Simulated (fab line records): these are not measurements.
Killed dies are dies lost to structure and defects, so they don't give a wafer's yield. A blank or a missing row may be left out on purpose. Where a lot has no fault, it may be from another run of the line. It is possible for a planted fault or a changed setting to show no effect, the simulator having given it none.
fab line records	flow nand-harc
record lots=12	wafers=36	last-day=25
route steps=1159 shown P_GATE@131
lots that met no fault: taken from a fault-free run of the same line
start-h: hours from the record's opening day to when the first of the lot's shown wafers began	wait-h: how many hours have passed since the lot's step before this one	" unchanged from the row above	L1.1+2: several wafers, shown together as one row	- no value present, or no start provided	* or withheld: withheld	< > ~ a bound
route shown NAME@n: NAME is a module with steps in the file, n the number in the route of the first one	usual: average and standard deviation across the fault-free wafers	same: alike in all rows	chamber/n: place in a boat	sites: each site's reading	_std_site: standard deviation of those values	_edge_site: outer sites' mean less inner sites'	radius-mm: for every site, how far away it sits from the centre of the wafer	mask NAME#n: copy n	behind: tool/chamber where the wafer was last shaped	hold: the reason the lot was held/the length of the hold in hours/how it ended	device: whichever transistor did not switch (one of n, p or np)	end of line: the route-end tests of the same wafers	a step without rows: its recipe alone	killed: count of dies lost to structure and defects at first sort (not the wafer's yield)	map: per-die view of a wafer (x killed, . not killed, _ where there is no die)
set.NAME: setting as actually run; set.NAME@STEP: the setting as run at that earlier step	model.NAME: the simulator's own value behind a step, which no gauge read
steps of the route over a sample of lots; a table a step, a row a wafer
services: when a tool's chamber went out of use (start-h, in hours from the record's first day, below 0 if earlier), for how many hours, and the reason
## steps
# step NHARC_P_GATE_HM_DEP_102
# recipe target-thk-a=1200	temp-c=400	material=aC
# usual throttle-valve-pct=35.000/0.01
lot.wafer	tool	chamber	start-h	wait-h	throttle-valve-pct
L430.2	acl-dep-01	0	93.72	1.1	35.008
L430.3	"	0	"	"	34.993
L430.4	"	0	"	"	34.997
L431.2	acl-dep-03	0	101.48	0.5	35.002
L431.5	"	0	"	"	34.988
L431.6	"	0	"	"	35.008
L432.1	acl-dep-02	0	104.72	0.4	34.990
L432.3	"	0	"	"	35.015
L432.4	"	0	"	"	35.019
L436.1	acl-dep-03	0	130.10	1.7	35.022
L436.2	"	0	"	"	35.003
L436.5	"	0	"	"	34.987
L435.1	acl-dep-02	0	130.59	2.2	35.015
L435.5	"	0	"	"	35.002
L435.6	"	0	"	"	34.994
L437.1	acl-dep-02	0	140.57	0.4	34.994
L437.2	"	0	"	"	34.986
L437.5	"	0	"	"	35.008
L439.4	acl-dep-02	0	147.00	0.7	35.004
L439.5	"	0	"	"	35.012
L439.6	"	0	"	"	34.990
L440.1	acl-dep-03	0	163.72	1.0	34.991
L440.4	"	0	"	"	35.008
L440.6	"	0	"	"	35.005
L449.2	acl-dep-02	0	210.58	0.5	35.003
L449.4	"	0	"	"	35.002
L449.5	"	0	"	"	35.001
L450.3	acl-dep-01	0	210.68	0.6	34.996
L450.4	"	0	"	"	34.973
L450.5	"	0	"	"	35.005
L451.1	acl-dep-02	0	215.94	0.4	34.995
L451.2	"	0	"	"	34.992
L451.6	"	0	"	"	35.003
L452.3	acl-dep-02	0	227.56	0.6	35.012
L452.4	"	0	"	"	35.010
L452.6	"	0	"	"	35.004
# step NHARC_P_GATE_HM_OPEN_105
# recipe target-depth-a=3600	o2-flow-sccm=400	cos-flow-sccm=20	ar-flow-sccm=0	rf-w=500	bias-w=300	chemistry=O2/COS
# usual drypump-motor-current-A=5.8/0.36	mfc-ar-sccm=0.015/0.016	o2-flow-sccm=400.1/1.2	oes-product-au=1.002/0.014	rf-vpp-V=467.7/2	showerhead-plenum-p-Torr=3.14/0.089	throttle-valve-pct=28.330/0.0089
lot.wafer	tool	chamber	start-h	wait-h	drypump-motor-current-A	mfc-ar-sccm	o2-flow-sccm	oes-product-au	rf-hours-counter-h	rf-vpp-V	showerhead-plenum-p-Torr	throttle-valve-pct
L430.3	rie-diel-05	0	-	-	6.0	0	399.1	0.989	17	467.0	3.17	28.348
L430.4	"	1	"	"	5.8	0.012	400.8	1.025	18	466.8	3.07	28.339
L430.2	"	2	"	"	6.1	0.018	400.7	1.000	18	465.3	3.07	28.335
L431.2	rie-diel-08	3	-	-	5.3	0	400.1	0.993	35	470.0	3.24	28.326
L431.6	"	2	"	"	5.9	0.033	398.0	1.005	-	470.3	3.24	28.323
L431.5	"	3	"	"	5.3	0	403.6	0.997	-	469.3	3.24	28.324
L432.4	rie-diel-02	2	-	-	5.9	0.044	400.2	1.015	40	465.4	3.03	28.327
L432.3	"	3	"	"	6.2	0	402.1	1.040	47	468.2	3.15	28.330
L432.1	"	0	"	"	5.1	0.034	400.8	0.996	46	468.4	3.17	28.332
L436.2	rie-diel-02	2	-	-	5.9	0.044	399.1	0.999	49	464.8	3.02	28.334
L436.1	"	0	"	"	5.1	0.034	400.5	1.000	54	468.7	3.16	28.334
L436.5	"	2	"	"	5.9	0.044	398.9	1.010	-	465.2	3.02	28.313
L435.1	rie-diel-05	3	-	-	5.7	0.005	401.4	1.005	25	468.7	3.20	28.333
L435.6	"	3	"	"	5.7	0.005	402.3	1.002	-	468.6	3.21	28.322
L435.5	"	0	"	"	5.9	0	399.8	0.986	-	469.5	3.17	28.320
L437.2	rie-diel-02	1	-	-	6.0	0.006	399.8	0.995	59	470.6	3.25	28.337
L437.1	"	2	"	"	5.9	0.044	398.9	1.004	54	464.7	3.02	28.328
L437.5	"	1	"	"	6.0	0.006	400.5	1.004	-	469.0	3.25	28.317
L439.4	rie-diel-05	1	-	-	5.8	0.012	401.1	1.016	28	466.1	3.06	28.327
L439.5	"	0	"	"	6.0	0	399.2	0.974	-	467.4	3.17	28.335
L439.6	"	1	"	"	5.8	0.012	398.8	1.006	-	466.5	3.06	28.334
L440.1	rie-diel-08	2	-	-	6.0	0.033	399.9	1.015	15	469.7	3.23	28.346
L440.4	"	3	"	"	5.3	0	400.6	0.970	17	468.9	3.23	28.336
L440.6	"	1	"	"	5.0	0.017	399.0	1.015	-	466.3	3.06	28.341
L449.2	rie-diel-02	0	-	-	5.1	0.034	401.1	1.009	23	467.5	3.15	28.325
L449.4	"	2	"	"	5.9	0.044	399.5	1.006	22	464.4	3.01	28.323
L449.5	"	1	"	"	6.0	0.006	398.7	1.001	-	470.3	3.24	28.336
L450.3	rie-diel-05	2	-	-	6.1	0.018	398.8	0.981	11	464.8	3.06	28.312
L450.4	"	0	"	"	6.0	0	400.7	1.000	8	468.2	3.16	28.336
L450.5	"	3	"	"	5.7	0.005	398.3	1.023	-	468.7	3.20	28.339
L451.1	rie-diel-05	1	-	-	5.8	0.012	398.6	1.014	3	466.0	3.06	28.334
L451.2	"	2	"	"	6.1	0.018	398.4	0.996	12	464.9	3.06	28.347
L451.6	"	0	"	"	5.9	0	398.0	1.008	-	468.8	3.16	28.324
L452.3	rie-diel-02	0	-	-	5.1	0.034	399.1	1.011	30	468.7	3.14	28.325
L452.4	"	1	"	"	6.0	0.006	399.5	1.003	28	472.3	3.24	28.337
L452.6	"	1	"	"	6.0	0.006	399.6	0.989	-	470.7	3.24	28.339
# step NHARC_P_GATE_EXPOSE_88
# recipe na=0.6	target-cd-nm=2000	dose-mj=11.87	mask-id=P_HVN
lot.wafer	tool	chamber	start-h	wait-h	mask
L430.2+3+4	krf-scanner-04	0	110.76	-	P_HVN#0
L431.2+5+6	krf-scanner-04	0	118.27	-	P_HVN#0
L432.1+3+4	krf-scanner-04	0	121.34	-	P_HVN#0
L436.1+2+5	krf-scanner-03	0	146.80	-	P_HVN#0
L435.1+5+6	krf-scanner-04	0	147.72	-	P_HVN#0
L437.1+2+5	krf-scanner-04	0	162.37	-	P_HVN#0
L439.4+5+6	krf-scanner-04	0	163.84	-	P_HVN#0
L440.1+4+6	krf-scanner-04	0	181.04	-	P_HVN_R1#0
L449.2+4+5	krf-scanner-01	0	227.08	-	P_HVN#0
L450.3+4+5	krf-scanner-03	0	227.54	-	P_HVN#0
L451.1+2+6	krf-scanner-01	0	232.59	-	P_HVN#0
L452.3+4+6	krf-scanner-04	0	243.85	-	P_HVN#0
# step NHARC_P_GATE_CD_MEAS_91
# recipe target-cd-nm=2000	landing-energy-ev=500
# usual cd-nm=2000.6/2.1
lot.wafer	tool	chamber	start-h	wait-h	cd-nm
L430.2	cd-sem-03	0	110.91	-	2001.3
L430.3	"	0	"	"	2000.8
L430.4	"	0	"	"	2002.7
L431.2	cd-sem-03	0	118.42	-	1999.4
L431.5	"	0	"	"	2000.5
L431.6	"	0	"	"	1999.8
L432.1	cd-sem-01	0	121.50	-	1997.9
L432.3	"	0	"	"	1998.4
L432.4	"	0	"	"	2002.3
L436.1	cd-sem-03	0	146.95	-	2000.4
L436.2	"	0	"	"	1997.3
L436.5	"	0	"	"	2000.8
L435.1	cd-sem-03	0	147.87	-	2002.0
L435.5	"	0	"	"	2001.1
L435.6	"	0	"	"	2000.2
L437.1	cd-sem-01	0	162.53	-	1999.1
L437.2	"	0	"	"	2001.9
L437.5	"	0	"	"	2000.6
L439.4	cd-sem-02	0	163.98	-	1998.0
L439.5	"	0	"	"	1997.2
L439.6	"	0	"	"	2000.8
L440.1	cd-sem-03	0	181.19	-	1933.9
L440.4	"	0	"	"	1932.6
L440.6	"	0	"	"	1936.1
L449.2	cd-sem-03	0	227.23	-	2001.7
L449.4	"	0	"	"	2001.2
L449.5	"	0	"	"	2006.2
L450.3	cd-sem-02	0	227.69	-	2003.7
L450.4	"	0	"	"	2003.3
L450.5	"	0	"	"	2001.7
L451.1	cd-sem-01	0	232.74	-	2001.7
L451.2	"	0	"	"	1998.4
L451.6	"	0	"	"	1998.8
L452.3	cd-sem-01	0	244.00	-	1994.8
L452.4	"	0	"	"	1998.8
L452.6	"	0	"	"	2001.3
# step NHARC_P_GATE_DEGAS_109
# recipe temp-c=300	time-s=60
# usual heater-power-w=461/45
lot.wafer	tool	chamber	start-h	wait-h	heater-power-w
L430.2	pvd-sputter-01	-	114.69	0.1	512
L430.3	"	-	"	"	498
L430.4	"	-	"	"	526
L431.2	pvd-sputter-03	-	120.69	0.1	412
L431.5	"	-	"	"	392
L431.6	"	-	"	"	403
L432.1	pvd-sputter-03	-	123.62	0.1	412
L432.3	"	-	"	"	493
L432.4	"	-	"	"	396
L436.1	pvd-sputter-03	-	149.26	0.1	412
L436.2	"	-	"	"	421
L436.5	"	-	"	"	510
L435.1	pvd-sputter-03	-	149.99	0.1	416
L435.5	"	-	"	"	408
L435.6	"	-	"	"	419
L437.2	pvd-sputter-03	-	164.64	0.1	422
L437.1	"	-	"	"	492
L437.5	"	-	"	"	510
L439.4	pvd-sputter-02	-	166.10	0.1	478
L439.5	"	-	"	"	488
L439.6	"	-	"	"	480
L440.4	pvd-sputter-02	-	183.32	0.1	475
L440.1	"	-	"	"	487
L440.6	"	-	"	"	476
L449.4	pvd-sputter-01	-	229.35	0.1	498
L449.2	"	-	"	"	502
L449.5	"	-	"	"	522
L450.4	pvd-sputter-01	-	230.11	0.1	470
L450.3	"	-	"	"	520
L450.5	"	-	"	"	459
L451.1	pvd-sputter-02	-	234.86	0.1	490
L451.2	"	-	"	"	432
L451.6	"	-	"	"	481
L452.4	pvd-sputter-01	-	246.11	0.1	487
L452.3	"	-	"	"	454
L452.6	"	-	"	"	494
## services
tool	chamber	start-h	hours	kind
krf-scanner-01	-	84.00	4.0	pm
pvd-sputter-03	-	102.06	10.0	pm
acl-dep-01	-	113.18	13.0	pm
rie-diel-02	-	115.16	0.4	repair
pvd-sputter-02	-	116.12	9.9	repair
pvd-sputter-01	-	119.64	9.8	repair
rie-diel-08	-	124.82	9.0	pm
krf-scanner-04	-	126.00	4.0	pm
krf-scanner-01	-	133.51	0.7	repair
krf-scanner-03	-	133.60	0.2	repair
acl-dep-03	-	136.01	0.4	repair
rie-diel-05	1	140.06	5.8	repair
rie-diel-02	1	149.00	4.4	repair
rie-diel-02	-	151.47	9.0	pm
pvd-sputter-03	-	156.51	1.5	repair
pvd-sputter-01	-	158.00	10.0	pm
rie-diel-05	-	163.69	9.0	pm
acl-dep-02	-	169.32	13.0	pm
rie-diel-05	1	181.30	29.0	repair
krf-scanner-04	-	182.24	1.3	repair
rie-diel-05	0	192.09	8.7	repair
pvd-sputter-02	-	223.47	10.0	pm
acl-dep-03	-	225.88	13.0	pm
pvd-sputter-02	-	245.36	13.1	repair
## key
first-sign step=NHARC_P_GATE_EXPOSE_88	reading=mask	direction=changed
effect step=NHARC_P_GATE_CD_MEAS_91	reading=cd-nm	direction=down	sigmas=32	usual=2000.6	struck=1934.2
met-at NHARC_P_GATE_EXPOSE_88
struck-lots L440
tester-left-out L440
not-acting-at NHARC_P_GATE_HM_DEP_102,NHARC_P_GATE_HM_OPEN_105,NHARC_P_GATE_DEGAS_109
onset-between 163.84 181.04
fault kind=wrong-mask	tool=any	chamber=-	onset-h=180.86	steps=NHARC_P_GATE_EXPOSE_88	aux-copy=P_HVN_R1#0	cd-offset-nm=-65.25	scope=struck-lots-only
# tester-left-out: of these lots the tester's yield and bins aren't shown, on N5 and GAA mostly nor the transistor test; their killed dies are dies lost to structure and defects alone, not to doping, threshold or leakage, so they don't give the yield
